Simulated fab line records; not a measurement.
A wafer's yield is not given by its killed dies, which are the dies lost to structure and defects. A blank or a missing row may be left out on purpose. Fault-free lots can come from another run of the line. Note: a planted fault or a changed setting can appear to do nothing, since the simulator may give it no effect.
Which tool is to blame? -- flow n5_finfet -- 24 lots with 72 wafers sampled at 6 steps, on a route of 1938 steps

## WHAT EACH GAUGE READ, for each wafer
N5_BEOL_M11_RS_MEAS_57: measurement is done with a four-point probe. Usual: M11_RS typically reads 0.153 ohm/sq, with standard deviation 0.0048.
lot,measured,on,M11_RS (ohm/sq),flag
L074,day 11 12:13,film_metro-01,0.155 0.156 0.145,
L075,day 11 13:13,film_metro-01,0.155 0.154 0.155,
L076,day 12 05:58,film_metro-02,0.159 0.146 0.149,
L077,day 12 06:14,film_metro-01,0.158 0.152 0.158,
L078,day 12 06:25,film_metro-01,0.148 0.159 0.151,
L081,day 12 17:38,film_metro-01,0.151 0.151 0.153,
L082,day 13 02:28,film_metro-02,0.144 0.153 0.155,
L080,day 13 06:30,film_metro-01,0.159 0.155 0.144,
L079,day 13 06:52,film_metro-02,0.154 0.150 0.159,
L084,day 13 10:36,film_metro-02,0.151 0.144 0.155,
L083,day 13 18:54,film_metro-01,0.152 0.158 0.143,
L086,day 13 21:08,film_metro-02,0.158 0.156 0.161,
L085,day 14 03:08,film_metro-01,0.149 0.155 0.148,
L090,day 14 11:27,film_metro-01,0.153 0.145 0.147,
L087,day 14 21:58,film_metro-01,0.156 0.154 0.154,
L088,day 15 02:37,film_metro-02,0.158 0.149 0.147,
L089,day 15 05:38,film_metro-01,0.157 0.156 0.156,
L092,day 15 16:07,film_metro-01,0.157 0.155 0.152,
L091,day 15 19:26,film_metro-01,0.160 0.157 0.148,
L093,day 15 20:31,film_metro-01,0.147 0.144 0.147,
L094,day 16 07:49,film_metro-01,0.156 0.156 0.156,
L095,day 16 21:25,film_metro-02,0.151 0.160 0.154,
L097,day 17 00:30,film_metro-02,0.146 0.154 0.148,
L096,day 17 00:15,film_metro-02,0.161 0.162 0.151,

N5_BEOL_M12_CD_MEAS_10: target cd 140 nm. Usual: cd_nm 140.5 nm, standard deviation 1.8.
lot,measured,on,cd_nm (nm),flag
L074,day 11 12:43,cd_sem-01,142.0 141.0 140.2,
L075,day 11 13:53,cd_sem-03,141.7 141.5 139.6,
L076,day 12 06:35,cd_sem-01,141.8 142.7 141.1,
L077,day 12 06:44,cd_sem-01,140.5 142.0 139.8,
L078,day 12 06:55,cd_sem-03,143.3 140.4 141.3,
L081,day 12 18:16,cd_sem-02,140.0 143.5 141.1,
L082,day 13 03:17,cd_sem-01,139.3 140.1 140.9,
L080,day 13 07:11,cd_sem-02,136.6 140.7 141.5,
L079,day 13 07:29,cd_sem-01,138.3 140.3 141.0,
L084,day 13 11:06,cd_sem-01,139.5 140.4 139.2,
L083,day 13 19:25,cd_sem-03,135.4 141.2 142.9,
L086,day 13 21:45,cd_sem-02,140.3 137.1 138.2,
L085,day 14 03:46,cd_sem-03,141.6 140.4 138.1,
L090,day 14 11:57,cd_sem-02,140.6 140.8 138.5,
L087,day 14 22:35,cd_sem-01,139.3 140.7 140.4,
L088,day 15 03:14,cd_sem-03,142.4 141.8 136.6,
L089,day 15 06:07,cd_sem-02,142.6 144.0 143.0,
L092,day 15 16:44,cd_sem-02,142.9 140.6 141.3,
L091,day 15 20:03,cd_sem-03,139.4 138.8 138.9,
L093,day 15 21:01,cd_sem-01,142.2 140.7 142.2,
L094,day 16 08:22,cd_sem-03,140.5 138.4 141.2,
L095,day 16 22:02,cd_sem-01,144.0 140.5 140.8,
L097,day 17 01:00,cd_sem-03,141.9 143.6 139.1,
L096,day 17 00:45,cd_sem-01,141.3 140.1 140.1,

## WHICH TOOL RAN EACH LOT (tool, then ch and the chambers of the sampled wafers, then the start)
lot,N5_BEOL_M11_STRIP_36,N5_BEOL_M11_DEGAS_44,N5_BEOL_M11_SURFACE_TREAT_76,N5_BEOL_M12_ILD_DEP_00
L074,"rie_diel-06 ch 2,3, day 11 09:29","pvd_sputter-03, day 11 10:25","pvd_sputter-03, day 11 10:53","pecvd-02 ch 0,1,2, day 11 12:16"
L075,"rie_diel-04 ch 0,3, day 11 09:55","pvd_sputter-03, day 11 10:49","pvd_sputter-01, day 11 11:20","pecvd-03 ch 0,2, day 11 13:17"
L076,"rie_diel-03 ch 0,2,3, day 12 02:26","pvd_sputter-03, day 12 04:13","pvd_sputter-01, day 12 04:40","pecvd-01 ch 0,1,2, day 12 06:01"
L077,"rie_diel-04 ch 1,3, day 12 03:01","pvd_sputter-03, day 12 04:17","pvd_sputter-01, day 12 04:42","pecvd-03 ch 0,2, day 12 06:18"
L078,"rie_diel-06 ch 1,2, day 12 03:07","pvd_sputter-03, day 12 04:22","pvd_sputter-03, day 12 04:47","pecvd-01 ch 0,1, day 12 06:29"
L081,"rie_diel-04 ch 0,3, day 12 13:18","pvd_sputter-03, day 12 16:03","pvd_sputter-01, day 12 16:27","pecvd-03 ch 0,1,2, day 12 17:41"
L082,"rie_diel-04 ch 0,2,3, day 12 23:13","pvd_sputter-01, day 12 23:59","pvd_sputter-03, day 13 00:40","pecvd-01 ch 2, day 13 02:32"
L080,"rie_diel-03 ch 1,2,3, day 13 01:44","pvd_sputter-01, day 13 04:53","pvd_sputter-03, day 13 05:20","pecvd-01 ch 1,2, day 13 06:34"
L079,"rie_diel-06 ch 1,2,3, day 13 01:53","pvd_sputter-01, day 13 04:58","pvd_sputter-03, day 13 05:38","pecvd-03 ch 0,2, day 13 06:55"
L084,"rie_diel-03 ch 0,3, day 13 07:13","pvd_sputter-03, day 13 08:24","pvd_sputter-03, day 13 08:50","pecvd-02 ch 0,1,2, day 13 10:40"
L083,"rie_diel-04 ch 1,2,3, day 13 15:10","pvd_sputter-03, day 13 16:43","pvd_sputter-03, day 13 17:26","pecvd-02 ch 0,1,2, day 13 18:58"
L086,"rie_diel-03 ch 1,3, day 13 18:16","pvd_sputter-01, day 13 19:18","pvd_sputter-01, day 13 19:59","pecvd-01 ch 0,1,2, day 13 21:11"
L085,"rie_diel-03 ch 0,2,3, day 13 23:19","pvd_sputter-02, day 14 00:23","pvd_sputter-01, day 14 00:55","pecvd-03 ch 0,1, day 14 03:12"
L090,"rie_diel-04 ch 2,3, day 14 07:36","pvd_sputter-01, day 14 08:34","pvd_sputter-01, day 14 09:17","pecvd-01 ch 0,1,2, day 14 11:31"
L087,"rie_diel-04 ch 0,1, day 14 18:55","pvd_sputter-02, day 14 19:47","pvd_sputter-02, day 14 20:13","pecvd-01 ch 1,2, day 14 22:01"
L088,"rie_diel-03 ch 2,3, day 14 22:01","pvd_sputter-02, day 15 01:02","pvd_sputter-02, day 15 01:26","pecvd-01 ch 0,1, day 15 02:41"
L089,"rie_diel-04 ch 0,1, day 15 01:27","pvd_sputter-01, day 15 03:46","pvd_sputter-01, day 15 04:13","pecvd-02 ch 1,2, day 15 05:41"
L092,"rie_diel-04 ch 0,1,3, day 15 13:03","pvd_sputter-01, day 15 13:57","pvd_sputter-01, day 15 14:26","pecvd-01 ch 0,1,2, day 15 16:13"
L091,"rie_diel-03 ch 0,1,3, day 15 16:45","pvd_sputter-01, day 15 17:45","pvd_sputter-01, day 15 18:16","pecvd-02 ch 0,1,2, day 15 19:29"
L093,"rie_diel-03 ch 0,2, day 15 17:13","pvd_sputter-01, day 15 18:33","pvd_sputter-02, day 15 19:01","pecvd-01 ch 0,1,2, day 15 20:35"
L094,"rie_diel-04 ch 1,3, day 16 05:08","pvd_sputter-03, day 16 06:06","pvd_sputter-01, day 16 06:36","pecvd-02 ch 1, day 16 07:52"
L095,"rie_diel-06 ch 0,1, day 16 17:26","pvd_sputter-03, day 16 18:13","pvd_sputter-02, day 16 18:42","pecvd-01 ch 0,1,2, day 16 21:28"
L097,"rie_diel-03 ch 2,3, day 16 20:13","pvd_sputter-01, day 16 21:20","pvd_sputter-02, day 16 23:10","pecvd-02 ch 0,1,2, day 17 00:37"
L096,"rie_diel-06 ch 1,3, day 16 20:26","pvd_sputter-03, day 16 21:22","pvd_sputter-02, day 16 23:05","pecvd-02 ch 0,2, day 17 00:19"
- N5_BEOL_M11_STRIP_36: strips in N2/H2.
- N5_BEOL_M11_DEGAS_44: time 60 s.
- N5_BEOL_M11_SURFACE_TREAT_76
- N5_BEOL_M12_ILD_DEP_00: deposits SiOC from DEMS/O2, target thk 658.92 nm, time 130.7 s.

## WHAT THE TOOLS THEMSELVES READ (means of the sampled wafers that have a number; where no wafer has one, the mark that the record gives instead)
N5_BEOL_M11_STRIP_36. Usual: drypump_motor_current_A 5.9 A, standard deviation 0.39; oes_product_au 0.79 a.u., standard deviation 0.092; power_w 450.0 W, standard deviation 1.2; rf_vpp_V 59.3 V, standard deviation 1.9; showerhead_plenum_p_Torr 2.56 Torr, standard deviation 0.069; throttle_valve_pct 23.58 %, standard deviation 0.29.
lot,tool,drypump_motor_current_A (A),oes_product_au (a.u.),power_w (W),rf_vpp_V (V),showerhead_plenum_p_Torr (Torr),throttle_valve_pct (%),flag
L074,rie_diel-06,5.8,0.72,448.7,56.8,2.43,23.78,
L075,rie_diel-04,5.8,0.80,450.5,59.5,2.60,23.57,
L076,rie_diel-03,6.1,0.89,449.8,59.2,2.55,23.41,
L077,rie_diel-04,6.0,0.71,449.6,58.9,2.63,23.53,
L078,rie_diel-06,5.4,0.75,450.7,58.4,2.48,23.67,
L081,rie_diel-04,5.6,0.76,450.2,58.7,2.61,23.75,
L082,rie_diel-04,6.0,0.83,449.9,60.6,2.60,23.65,
L080,rie_diel-03,5.9,0.78,449.6,60.6,2.55,23.43,
L079,rie_diel-06,5.6,0.73,450.6,58.1,2.46,23.83,
L084,rie_diel-03,6.3,0.89,450.5,58.6,2.59,23.31,
L083,rie_diel-04,6.0,0.79,450.4,59.8,2.62,23.67,
L086,rie_diel-03,5.9,0.74,450.1,59.5,2.61,23.63,
L085,rie_diel-03,6.1,0.86,451.4,59.2,2.54,23.42,
L090,rie_diel-04,6.0,0.85,450.0,58.9,2.61,23.78,
L087,rie_diel-04,6.2,0.78,450.3,58.6,2.59,23.37,
L088,rie_diel-03,5.9,0.81,450.2,59.5,2.49,23.29,
L089,rie_diel-04,6.2,0.77,448.6,60.6,2.59,23.39,
L092,rie_diel-04,5.9,0.73,450.6,60.6,2.60,23.59,
L091,rie_diel-03,6.1,0.81,449.8,59.4,2.59,23.58,
L093,rie_diel-03,5.9,0.80,449.8,59.4,2.49,23.51,
L094,rie_diel-04,6.0,0.71,450.1,60.6,2.61,23.57,
L095,rie_diel-06,5.4,0.68,450.5,57.8,2.49,24.01,
L097,rie_diel-03,5.9,0.80,450.9,58.5,2.48,23.30,
L096,rie_diel-06,5.5,0.80,450.5,61.5,2.59,23.86,

N5_BEOL_M11_DEGAS_44. Usual: heater_power_w 333 W, standard deviation 37.
lot,tool,heater_power_w (W),flag
L074,pvd_sputter-03,327,
L075,pvd_sputter-03,317,
L076,pvd_sputter-03,304,
L077,pvd_sputter-03,303,
L078,pvd_sputter-03,321,
L081,pvd_sputter-03,311,
L082,pvd_sputter-01,384,
L080,pvd_sputter-01,366,
L079,pvd_sputter-01,367,
L084,pvd_sputter-03,314,
L083,pvd_sputter-03,319,
L086,pvd_sputter-01,393,
L085,pvd_sputter-02,328,
L090,pvd_sputter-01,371,
L087,pvd_sputter-02,313,
L088,pvd_sputter-02,312,
L089,pvd_sputter-01,360,
L092,pvd_sputter-01,366,
L091,pvd_sputter-01,393,
L093,pvd_sputter-01,364,
L094,pvd_sputter-03,310,
L095,pvd_sputter-03,296,
L097,pvd_sputter-01,374,
L096,pvd_sputter-03,314,

N5_BEOL_M11_SURFACE_TREAT_76. Usual: ar_flow_sccm 30.00 sccm, standard deviation 0.099.
lot,tool,ar_flow_sccm (sccm),flag
L074,pvd_sputter-03,29.93,
L075,pvd_sputter-01,30.07,
L076,pvd_sputter-01,30.01,
L077,pvd_sputter-01,30.05,
L078,pvd_sputter-03,29.94,
L081,pvd_sputter-01,29.94,
L082,pvd_sputter-03,30.02,
L080,pvd_sputter-03,30.07,
L079,pvd_sputter-03,29.95,
L084,pvd_sputter-03,30.00,
L083,pvd_sputter-03,29.98,
L086,pvd_sputter-01,30.06,
L085,pvd_sputter-01,30.10,
L090,pvd_sputter-01,30.00,
L087,pvd_sputter-02,30.04,
L088,pvd_sputter-02,29.95,
L089,pvd_sputter-01,29.97,
L092,pvd_sputter-01,29.98,
L091,pvd_sputter-01,30.02,
L093,pvd_sputter-02,29.92,
L094,pvd_sputter-01,29.99,
L095,pvd_sputter-02,30.05,
L097,pvd_sputter-02,29.98,
L096,pvd_sputter-02,30.02,

N5_BEOL_M12_ILD_DEP_00. Usual: heater_power_w 497 W, standard deviation 62; showerhead_plenum_p_Torr 5.698 Torr, standard deviation 0.016; throttle_valve_pct 11.9 %, standard deviation 0.88.
lot,tool,heater_power_w (W),showerhead_plenum_p_Torr (Torr),throttle_valve_pct (%),flag
L074,pecvd-02,557,5.683,11.6,
L075,pecvd-03,508,5.684,11.5,
L076,pecvd-01,465,5.699,12.4,
L077,pecvd-03,443,5.686,11.4,
L078,pecvd-01,478,5.710,13.2,
L081,pecvd-03,479,5.700,11.5,
L082,pecvd-01,505,5.697,10.7,
L080,pecvd-01,468,5.709,11.5,
L079,pecvd-03,547,5.694,11.4,
L084,pecvd-02,509,5.684,11.6,
L083,pecvd-02,541,5.693,11.5,
L086,pecvd-01,452,5.712,12.4,
L085,pecvd-03,522,5.712,12.1,
L090,pecvd-01,494,5.701,12.4,
L087,pecvd-01,484,5.712,11.5,
L088,pecvd-01,415,5.698,13.2,
L089,pecvd-02,549,5.673,11.6,
L092,pecvd-01,502,5.701,12.6,
L091,pecvd-02,561,5.691,11.7,
L093,pecvd-01,440,5.702,12.3,
L094,pecvd-02,550,5.671,11.5,
L095,pecvd-01,473,5.711,12.5,
L097,pecvd-02,522,5.684,11.4,
L096,pecvd-02,570,5.692,11.7,

## THE ANSWER, worked out from the rows above alone
Rule: a lot counts as off when the mean over its wafers that have a number is more than 3 standard deviations away from the usual mean. A lot without any number at a reading at which 4 lots or more have one is off too. All remaining lots with rows at the step are treated as sound. First the gauges in route order, then the tools' own readings, where a lot's mean is used as printed above. The first step at which some lot is off is used, and at that step the reading that is off furthest; a lot without a number counts as furthest.
Across all readings shown, no lot is off: no conclusion can be drawn from this.

## WHAT THE SIMULATOR PUT IN
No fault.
